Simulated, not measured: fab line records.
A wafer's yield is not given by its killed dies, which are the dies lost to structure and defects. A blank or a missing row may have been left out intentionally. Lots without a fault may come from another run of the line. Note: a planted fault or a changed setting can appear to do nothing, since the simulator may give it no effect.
Matching of chambers / flow n5_finfet / 4 sister chambers for N5_BEOL_M13_DESCUM_33 on rie_diel-05
The step chemistry O2, time 7.9 s. 20 wafers are shown with their chamber, then 10 later ones without.

## EACH WAFER AND ITS CHAMBER
wafer=L076.2; chamber=3; drypump_motor_current_A (A)=5.7; throttle_valve_pct (%)=20.40; showerhead_plenum_p_Torr (Torr)=2.20
wafer=L076.4; chamber=0; drypump_motor_current_A (A)=5.2; throttle_valve_pct (%)=20.67; showerhead_plenum_p_Torr (Torr)=2.10
wafer=L076.5; chamber=0; drypump_motor_current_A (A)=5.2; throttle_valve_pct (%)=20.65; showerhead_plenum_p_Torr (Torr)=2.10
wafer=L080.1; chamber=2; drypump_motor_current_A (A)=5.7; throttle_valve_pct (%)=20.69; showerhead_plenum_p_Torr (Torr)=2.15
wafer=L080.3; chamber=3; drypump_motor_current_A (A)=5.7; throttle_valve_pct (%)=20.43; showerhead_plenum_p_Torr (Torr)=2.20
wafer=L080.4; chamber=0; drypump_motor_current_A (A)=5.2; throttle_valve_pct (%)=20.67; showerhead_plenum_p_Torr (Torr)=2.10
wafer=L081.1; chamber=2; drypump_motor_current_A (A)=5.7; throttle_valve_pct (%)=20.71; showerhead_plenum_p_Torr (Torr)=2.15
wafer=L081.2; chamber=0; drypump_motor_current_A (A)=5.2; throttle_valve_pct (%)=20.68; showerhead_plenum_p_Torr (Torr)=2.10
wafer=L081.5; chamber=0; drypump_motor_current_A (A)=5.2; throttle_valve_pct (%)=20.67; showerhead_plenum_p_Torr (Torr)=2.10
wafer=L083.1; chamber=3; drypump_motor_current_A (A)=5.7; throttle_valve_pct (%)=20.44; showerhead_plenum_p_Torr (Torr)=2.20
wafer=L083.3; chamber=1; drypump_motor_current_A (A)=5.8; throttle_valve_pct (%)=20.56; showerhead_plenum_p_Torr (Torr)=2.16
wafer=L083.6; chamber=2; drypump_motor_current_A (A)=5.7; throttle_valve_pct (%)=20.71; showerhead_plenum_p_Torr (Torr)=2.15
wafer=L087.3; chamber=2; drypump_motor_current_A (A)=5.7; throttle_valve_pct (%)=20.71; showerhead_plenum_p_Torr (Torr)=2.14
wafer=L087.5; chamber=0; drypump_motor_current_A (A)=5.2; throttle_valve_pct (%)=20.68; showerhead_plenum_p_Torr (Torr)=2.09
wafer=L087.6; chamber=1; drypump_motor_current_A (A)=5.8; throttle_valve_pct (%)=20.56; showerhead_plenum_p_Torr (Torr)=2.16
wafer=L086.1; chamber=1; drypump_motor_current_A (A)=5.8; throttle_valve_pct (%)=20.56; showerhead_plenum_p_Torr (Torr)=2.16
wafer=L086.2; chamber=3; drypump_motor_current_A (A)=5.7; throttle_valve_pct (%)=20.44; showerhead_plenum_p_Torr (Torr)=2.19
wafer=L086.6; chamber=3; drypump_motor_current_A (A)=5.8; throttle_valve_pct (%)=20.44; showerhead_plenum_p_Torr (Torr)=2.19
wafer=L088.1; chamber=3; drypump_motor_current_A (A)=5.7; throttle_valve_pct (%)=20.46; showerhead_plenum_p_Torr (Torr)=2.19
wafer=L088.3; chamber=0; drypump_motor_current_A (A)=5.2; throttle_valve_pct (%)=20.69; showerhead_plenum_p_Torr (Torr)=2.09

SIGNATURES (means of the wafers above)
reading=drypump_motor_current_A; chamber 0=5.200; chamber 1=5.800; chamber 2=5.700; chamber 3=5.717; scatter within a chamber=0.0228
reading=throttle_valve_pct; chamber 0=20.6729; chamber 1=20.5600; chamber 2=20.7050; chamber 3=20.4350; scatter within a chamber=0.0141
reading=showerhead_plenum_p_Torr; chamber 0=2.0971; chamber 1=2.1600; chamber 2=2.1475; chamber 3=2.1950; scatter within a chamber=0.00479
Rule: for each reading, subtract the chamber's mean from the wafer's reading, divide by that reading's scatter and square the result; add these up over the readings and take the root, which gives the wafer's distance from the chamber. If the next closest chamber is less than 2 further off than the closest, the wafer can't be placed; otherwise it belongs to the closest. The scatter: the root of (the sum of the squares of (reading less its chamber's mean) over the shown wafers, divided by (wafers less chambers)).

## WAFERS WITH NO CHAMBER GIVEN
wafer=L088.5; drypump_motor_current_A (A)=5.8; throttle_valve_pct (%)=20.58; showerhead_plenum_p_Torr (Torr)=2.16
wafer=L091.1; drypump_motor_current_A (A)=5.8; throttle_valve_pct (%)=20.57; showerhead_plenum_p_Torr (Torr)=2.16
wafer=L091.2; drypump_motor_current_A (A)=5.8; throttle_valve_pct (%)=20.47; showerhead_plenum_p_Torr (Torr)=2.19
wafer=L091.4; drypump_motor_current_A (A)=5.2; throttle_valve_pct (%)=20.70; showerhead_plenum_p_Torr (Torr)=2.09
wafer=L095.1; drypump_motor_current_A (A)=5.3; throttle_valve_pct (%)=20.72; showerhead_plenum_p_Torr (Torr)=2.09
wafer=L095.2; drypump_motor_current_A (A)=5.8; throttle_valve_pct (%)=20.47; showerhead_plenum_p_Torr (Torr)=2.19
wafer=L095.5; drypump_motor_current_A (A)=5.8; throttle_valve_pct (%)=20.58; showerhead_plenum_p_Torr (Torr)=2.16
wafer=L097.2; drypump_motor_current_A (A)=5.2; throttle_valve_pct (%)=20.75; showerhead_plenum_p_Torr (Torr)=2.08
wafer=L097.5; drypump_motor_current_A (A)=5.8; throttle_valve_pct (%)=20.60; showerhead_plenum_p_Torr (Torr)=2.15
wafer=L097.6; drypump_motor_current_A (A)=5.7; throttle_valve_pct (%)=20.40; showerhead_plenum_p_Torr (Torr)=2.14

## WHICH CHAMBER EACH ONE RAN IN
wafer=L088.5; from the rows above=1; in truth=1
wafer=L091.1; from the rows above=1; in truth=1
wafer=L091.2; from the rows above=3; in truth=3
wafer=L091.4; from the rows above=0; in truth=0
wafer=L095.1; from the rows above=0; in truth=0
wafer=L095.2; from the rows above=3; in truth=3
wafer=L095.5; from the rows above=1; in truth=1
wafer=L097.2; from the rows above=0; in truth=0
wafer=L097.5; from the rows above=1; in truth=1
wafer=L097.6; from the rows above=can't be placed: 3 or 1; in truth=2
9 of 10 placed correctly. From these rows, 1 cannot be placed; in 0 the true chamber is one of the candidates. Number placed wrongly: 0.
